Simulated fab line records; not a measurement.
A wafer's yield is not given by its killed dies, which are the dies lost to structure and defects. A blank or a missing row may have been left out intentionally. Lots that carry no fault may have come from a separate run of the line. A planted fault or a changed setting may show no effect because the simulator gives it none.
Which of the tools did it? ; flow n5 finfet ; 9 lots, 27 wafers sampled, at 6 steps of a route of 1938

WHAT EACH GAUGE READ, for each wafer
N5_WELL_APT_CD_MEAS_08 targets a cd of 200 nm. Usual: cd nm 199.9 nm, standard deviation 2.3.
lot;measured;on;cd nm (nm);flag
L782;day 2 01:49;cd sem-02;197.9 199.4 198.3;
L785;day 2 19:36;cd sem-03;200.0 197.9 200.1;
L791;day 4 07:41;cd sem-02;203.2 198.1 198.2;
L792;day 4 13:52;cd sem-01;202.0 201.3 197.8;
L796;day 5 13:47;cd sem-02;203.7 197.7 201.3;
L799;day 6 07:49;cd sem-02;195.2 193.7 197.2;
L800;day 6 18:06;cd sem-02;198.8 199.8 200.8;
L802;day 7 01:41;cd sem-03;202.3 200.5 198.9;
L803;day 7 07:49;cd sem-02;200.1 202.6 202.1;

N5_WELL_APT_CD_MEAS_25 targets a cd of 200 nm. Usual: cd nm 196.2 nm, standard deviation 1.9.
lot;measured;on;cd nm (nm);flag
L782;day 2 03:05;cd sem-02;197.3 195.8 194.6;
L785;day 2 20:43;cd sem-02;197.3 196.7 196.3;
L791;day 4 08:58;cd sem-01;- - -;OFF
L792;day 4 15:08;cd sem-01;- - -;OFF
L796;day 5 15:07;cd sem-02;195.5 197.5 197.3;
L799;day 6 09:04;cd sem-01;195.1 194.9 196.4;
L800;day 6 19:15;cd sem-02;196.2 198.5 196.5;
L802;day 7 02:59;cd sem-03;198.7 193.4 195.5;
L803;day 7 09:04;cd sem-03;194.3 196.1 200.7;

N5_BEOL_M4_RC_MEAS_101. Usual: DIBL_N 37.1 mV/V, standard deviation 2.6; DIBL_P 38 mV/V, standard deviation 3; IOFF_N 0.18 nA/um, standard deviation 0.052; IOFF_P 0.25 nA/um, standard deviation 0.06; ION_N 678 uA/um, standard deviation 15; ION_P 467 uA/um, standard deviation 8.6; SS_N 71.7 mV/dec, standard deviation 0.73; SS_P 73.7 mV/dec, standard deviation 0.89; VT_N 249 mV, standard deviation 4.3; VT_P -248 mV, standard deviation 3.8.
lot;measured;on;DIBL_N (mV/V);DIBL_P (mV/V);IOFF_N (nA/um);IOFF_P (nA/um);ION_N (uA/um);ION_P (uA/um);SS_N (mV/dec);SS_P (mV/dec);VT_N (mV);VT_P (mV);flag
L782;day 11 05:18;prober-02;36.0 36.3 36.3;34 36 35;0.14 0.17 0.15;0.20 0.24 0.24;676 692 691;465 472 474;71.2 71.6 71.2;72.9 73.4 72.7;248 244 249;-250 -246 -248;
L785;day 12 09:07;prober-02;34.7 33.9 34.8;34 33 35;0.13 0.12 0.13;0.22 0.19 0.23;659 661 674;464 461 475;71.6 71.3 71.1;73.4 72.3 72.6;251 253 255;-247 -251 -246;
L796;day 15 06:35;prober-01;38.9 38.1 40.2;39 40 41;0.21 0.19 0.25;0.29 0.34 0.35;685 683 692;470 478 478;72.4 72.1 72.4;73.9 73.0 74.0;247 246 243;-243 -242 -241;
L799;day 15 12:39;prober-01;35.4 36.7 35.1;38 39 38;0.15 0.18 0.15;0.20 0.22 0.21;669 688 669;457 465 460;71.1 71.8 71.3;73.4 73.7 73.4;253 246 251;-252 -252 -251;
L800;day 15 15:13;prober-02;38.0 33.1 35.1;38 34 35;0.18 0.10 0.13;0.25 0.17 0.18;675 655 666;464 458 455;72.1 70.9 71.4;73.6 73.0 73.5;250 258 253;-248 -255 -253;
L802;day 16 07:49;prober-02;36.5 37.0 38.3;39 39 41;0.19 0.19 0.23;0.26 0.26 0.30;704 674 700;484 462 477;71.2 72.0 71.3;74.6 73.8 74.7;244 248 245;-243 -248 -248;
L803;day 16 15:21;prober-02;39.7 40.2 38.0;42 42 39;0.26 0.25 0.22;0.32 0.33 0.26;694 682 681;474 475 466;72.8 72.6 72.4;75.2 74.5 74.2;241 246 245;-245 -245 -246;

WHICH TOOL RAN EACH LOT (tool, then ch and the chambers of the sampled wafers, then the start)
lot;N5_WELL_APT_DESCUM_13;N5_WELL_APT_COAT_19;N5_PMOS_HMC_CHANNEL_EPI_HM_DEP_34
L782;rie diel-04 ch 1,3, day 2 02:03;litho track-02 ch 0, day 2 02:49;pecvd-03 ch 0,2, day 2 05:08
L785;rie diel-04 ch 2,3, day 2 19:41;litho track-04 ch 0, day 2 20:27;pecvd-03 ch 0,1,2, day 2 22:44
L791;rie diel-04 ch 0,1,3, day 4 07:47;litho track-02, day 4 08:34;-
L792;rie diel-04 ch 0,1,2, day 4 13:58;litho track-02, day 4 14:44;-
L796;rie diel-04 ch 0,1,3, day 5 14:04;litho track-02 ch 0, day 5 14:51;pecvd-02 ch 0,2, day 5 17:04
L799;rie diel-01 ch 1,2,3, day 6 07:54;litho track-02 ch 0, day 6 08:41;pecvd-02 ch 0,1,2, day 6 11:18
L800;rie diel-01 ch 1,2,3, day 6 18:13;litho track-04 ch 0, day 6 18:59;pecvd-02 ch 0,2, day 6 21:02
L802;rie diel-04 ch 0,1,2, day 7 01:48;litho track-02 ch 0, day 7 02:35;pecvd-03 ch 1,2, day 7 04:59
L803;rie diel-01 ch 0,2,3, day 7 07:53;litho track-02 ch 0, day 7 08:41;pecvd-04 ch 0,1,2, day 7 11:05
- N5_WELL_APT_DESCUM_13: chemistry O2, time 7.9 s.
- N5_WELL_APT_COAT_19: resist thk 950 nm.
- N5_PMOS_HMC_CHANNEL_EPI_HM_DEP_34: deposits SiO2 from TEOS/O2, target thk 36 nm, time 6.9 s.

WHAT THE TOOLS THEMSELVES READ (means of the sampled wafers that have a number; where no wafer has one, the mark that the record gives instead)
N5_WELL_APT_DESCUM_13. Usual: drypump motor current A 5.7 A, standard deviation 0.58; oes product au 0.78 a.u., standard deviation 0.086; rf vpp V 243.4 V, standard deviation 1.3; showerhead plenum p Torr 2.10 Torr, standard deviation 0.055; temp c 39.99 C, standard deviation 0.11; throttle valve pct 20.20 %, standard deviation 0.22.
lot;tool;drypump motor current A (A);oes product au (a.u.);rf vpp V (V);showerhead plenum p Torr (Torr);temp c (C);throttle valve pct (%);flag
L782;rie diel-04;6.4;0.69;244.1;2.14;39.96;20.49;
L785;rie diel-04;5.4;0.77;244.8;2.12;39.94;19.97;
L791;rie diel-04;6.2;0.80;244.0;2.12;39.88;20.24;
L792;rie diel-04;5.7;0.80;244.1;2.09;40.05;20.11;
L796;rie diel-04;6.2;0.78;242.8;2.12;40.03;20.24;
L799;rie diel-01;5.3;0.76;242.0;2.08;40.05;20.23;
L800;rie diel-01;5.3;0.77;243.5;2.08;39.93;20.25;
L802;rie diel-04;5.7;0.78;243.4;2.09;40.02;20.12;
L803;rie diel-01;5.4;0.76;241.9;2.04;39.96;20.29;

N5_WELL_APT_COAT_19. Usual: chill plate temp C 23.01 C, standard deviation 0.1; dispense pressure kPa 51.2 kPa, standard deviation 2.
lot;tool;chill plate temp C (C);dispense pressure kPa (kPa);flag
L782;litho track-02;22.95;51.0;
L785;litho track-04;23.11;49.6;
L791;litho track-02;-;-;OFF
L792;litho track-02;-;-;OFF
L796;litho track-02;23.04;50.9;
L799;litho track-02;23.03;50.9;
L800;litho track-04;22.96;49.6;
L802;litho track-02;23.11;50.9;
L803;litho track-02;22.79;50.8;

N5_PMOS_HMC_CHANNEL_EPI_HM_DEP_34. Usual: heater power w 557 W, standard deviation 94; showerhead plenum p Torr 8.337 Torr, standard deviation 0.026; susceptor temp C 399.98 C, standard deviation 0.23; throttle valve pct 18.4 %, standard deviation 1.2.
lot;tool;heater power w (W);showerhead plenum p Torr (Torr);susceptor temp C (C);throttle valve pct (%);flag
L782;pecvd-03;613;8.321;400.19;17.5;
L785;pecvd-03;602;8.338;400.04;18.1;
L796;pecvd-02;426;8.321;399.94;17.3;
L799;pecvd-02;462;8.336;399.98;18.1;
L800;pecvd-02;480;8.312;399.82;17.8;
L802;pecvd-03;555;8.327;400.05;19.0;
L803;pecvd-04;589;8.342;399.91;18.8;

THE ANSWER, worked out from the rows above alone
Rule: take the mean of a lot's wafers that have a number; if it is more than 3 standard deviations from the usual mean, the lot is off. Also off: a lot with no number at a reading for which 4 or more lots have one. Any other lot the step has rows for is counted as sound. The gauges are gone through in route order, then the tools' own readings, and for those a lot's mean is taken as printed above. At the first step where some lot is off, the reading lying furthest off is the one used; lots without a number count as furthest.
Off: L791, L792 (N5_WELL_APT_CD_MEAS_25, cd nm). Without a number there: L791, L792.
A tool fits if, at a process step before that reading, it ran every lot that is off, and no sound lot after the first of them. The gauges at N5_WELL_APT_CD_MEAS_25 aren't tried: what is off there is off at N5_WELL_APT_COAT_19 too, on other tools, and a gauge's error can't cause that. Of those tried, none fits.

WHAT HAD BEEN PUT IN BY THE SIMULATOR
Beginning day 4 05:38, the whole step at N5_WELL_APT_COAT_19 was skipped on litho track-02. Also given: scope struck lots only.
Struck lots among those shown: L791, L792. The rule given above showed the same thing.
